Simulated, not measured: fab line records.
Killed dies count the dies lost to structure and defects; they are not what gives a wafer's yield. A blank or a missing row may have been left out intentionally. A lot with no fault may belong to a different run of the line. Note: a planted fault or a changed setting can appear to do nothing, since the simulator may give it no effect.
Matching of chambers || flow nand_harc || NHARC_A_CHANNEL_FILL_D1_ALD_14 on ald_hk-02: 4 sister chambers
The step deposits SiO2, target thk 2.5 nm, pulse time 10 s, ald cycles 25. 4 wafers are shown with their chamber, then 8 later ones without.

## WAFERS WITH THEIR CHAMBER
{"wafer": "L090.4", "chamber": 0, "heater_power_w (W)": 487}
{"wafer": "L090.5", "chamber": 2, "heater_power_w (W)": 531}
{"wafer": "L090.6", "chamber": 3, "heater_power_w (W)": 426}
{"wafer": "L094.4", "chamber": 1, "heater_power_w (W)": 481}

## WAFERS MISSING THEIR CHAMBER
{"wafer": "L094.5", "heater_power_w (W)": 420}
{"wafer": "L094.6", "heater_power_w (W)": 545}
{"wafer": "L096.3", "heater_power_w (W)": 430}
{"wafer": "L096.4", "heater_power_w (W)": 473}
{"wafer": "L096.6", "heater_power_w (W)": 425}
{"wafer": "L097.1", "heater_power_w (W)": 476}
{"wafer": "L097.2", "heater_power_w (W)": 485}
{"wafer": "L097.4", "heater_power_w (W)": 422}

## EACH ONE'S CHAMBER
{"wafer": "L094.5", "from the rows above": 3, "in truth": 3}
{"wafer": "L094.6", "from the rows above": 2, "in truth": 2}
{"wafer": "L096.3", "from the rows above": 3, "in truth": 3}
{"wafer": "L096.4", "from the rows above": "can't be placed: 1 or 0", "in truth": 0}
{"wafer": "L096.6", "from the rows above": 3, "in truth": 3}
{"wafer": "L097.1", "from the rows above": "can't be placed: 1 or 0", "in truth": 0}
{"wafer": "L097.2", "from the rows above": "can't be placed: 0 or 1", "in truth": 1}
{"wafer": "L097.4", "from the rows above": 3, "in truth": 3}
Placed correctly: 5 of 8. These rows do not allow placing 3 (true chamber among the candidates in 3). 0 placed wrongly.
How it was worked out, from the rows above alone: a wafer's distance from a chamber is the root of the sum, over the readings, of the square of ((its reading less the chamber's mean) divided by the reading's scatter). The wafer belongs to the nearest chamber; if the next one is less than 2 further off, it can't be placed. The mean given for a chamber averages the wafers shown for that chamber. The scatter: root of mean squared gap, hidden wafer to nearest shown wafer, with one shown wafer a chamber.
